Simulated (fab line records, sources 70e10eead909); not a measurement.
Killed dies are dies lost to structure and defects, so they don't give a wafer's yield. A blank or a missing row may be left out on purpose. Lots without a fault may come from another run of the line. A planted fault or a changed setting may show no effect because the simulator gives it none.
Chamber matching | flow nand_harc | NHARC_A_BONDPAD_DESCUM_11 on rie_diel-03: 4 sister chambers
The step chemistry O2, time 3 s. 4 wafers are shown with their chamber, then 7 later ones without.

WAFERS WITH THEIR CHAMBER
wafer  | chamber | drypump_motor_current_A (A)
L271.4 | 1       | 5.68
L271.6 | 2       | 5.40
L275.2 | 3       | 5.55
L275.4 | 0       | 5.91

WAFERS WITHOUT THEIR CHAMBER
wafer  | drypump_motor_current_A (A)
L275.6 | 5.66
L286.3 | 5.68
L286.4 | 5.56
L286.6 | 5.41
L285.2 | 5.52
L285.5 | 5.41
L285.6 | 5.52

WHICH CHAMBER EACH WENT THROUGH
wafer  | from the rows above | in truth
L275.6 | 1                   | 1
L286.3 | 1                   | 1
L286.4 | 3                   | 3
L286.6 | 2                   | 2
L285.2 | 3                   | 3
L285.5 | 2                   | 2
L285.6 | 3                   | 3
Placed correctly: 7 of 7. Can't be placed from these rows: 0. Placed wrongly: 0.
How it was worked out, from the rows above alone: a wafer's distance from a chamber is the root of the sum, over the readings, of the square of ((its reading less the chamber's mean) divided by the reading's scatter). The wafer belongs to the nearest chamber; if the next one is less than 2 further off, it can't be placed. A chamber's mean is the mean of its shown wafers. The scatter: with one shown wafer a chamber, the root of the mean of the squares of how far each hidden wafer lies from its nearest shown one.
